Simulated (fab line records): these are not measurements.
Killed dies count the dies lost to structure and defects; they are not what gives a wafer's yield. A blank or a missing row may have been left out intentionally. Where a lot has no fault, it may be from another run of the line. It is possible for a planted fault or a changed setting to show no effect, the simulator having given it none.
One fault seen from 2 desks    flow nand-harc    each desk holds nothing but its own numbers, with what lay behind them at the end

== FROM THE METROLOGY DESK ==
Lot by lot, what the gauges showed, no matter which tool ran the lot: averages of those sampled wafers that carry a number. Marked OUT: a lot whose mean sits more than 4 standard deviations from the usual mean, which makes it out of limits; the brackets give that distance.
Columns: A = cd-nm at NHARC_A_M1_CD_MEAS_09, usual 120.0 nm
lot   first seen here  A
L218  day 18 05:46     119.9
L219  day 18 08:02     120.6
L221  day 18 12:46     119.9
L225  day 20 10:16     119.6
L228  day 20 14:24     118.5
L233  day 21 23:54     119.7
L234  day 22 02:32     120.1
L236  day 22 10:52     120.4
L238  day 23 00:20     120.9
L239  day 23 04:34     120.0
L237  day 23 07:28     119.7
Finding of this desk: none of the 11 lots has anything out of limits.

== AT THE TOOL OWNER'S DESK: litho-track-01 ==
The tool's own readings at NHARC_A_M1_PEB_07 (peb time 65 s): means of the sampled wafers that have a number, for each lot that ran on this tool. Marked OUT: a lot whose mean sits more than 4 standard deviations from the usual mean, which makes it out of limits; the brackets give that distance.
Columns: A = heater-power-total-W at NHARC_A_M1_PEB_07, usual 156.5 W
lot   first seen here  A
L218  day 18 05:41     156.4
L221  day 18 12:41     156.9
L225  day 20 10:11     156.6
L228  day 20 14:19     158.5 (+4.7) OUT
This desk's finding: out of limits on L228; first on L228, day 20 14:19 (heater-power-total-W at NHARC_A_M1_PEB_07). L218, L221, L225 stayed within limits.

== TAKEN TOGETHER ==
On L228, at day 20 14:19, an alarm was possible from the tool owner's desk.
Nothing out of limits was seen by the metrology desk.
The metrology desk has L228 on record, within its limits.
Every lot named ran NHARC_A_M1_PEB_07 on litho-track-01.

== WHAT THE SIMULATOR HAD PUT IN ==
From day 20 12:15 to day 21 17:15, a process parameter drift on litho-track-01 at NHARC_A_M1_PEB_07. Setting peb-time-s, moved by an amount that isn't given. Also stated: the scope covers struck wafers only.
Struck lots among those shown: L228.
Each desk's first reading out of limits, in hours after the fault started: the tool owner's desk, 2.
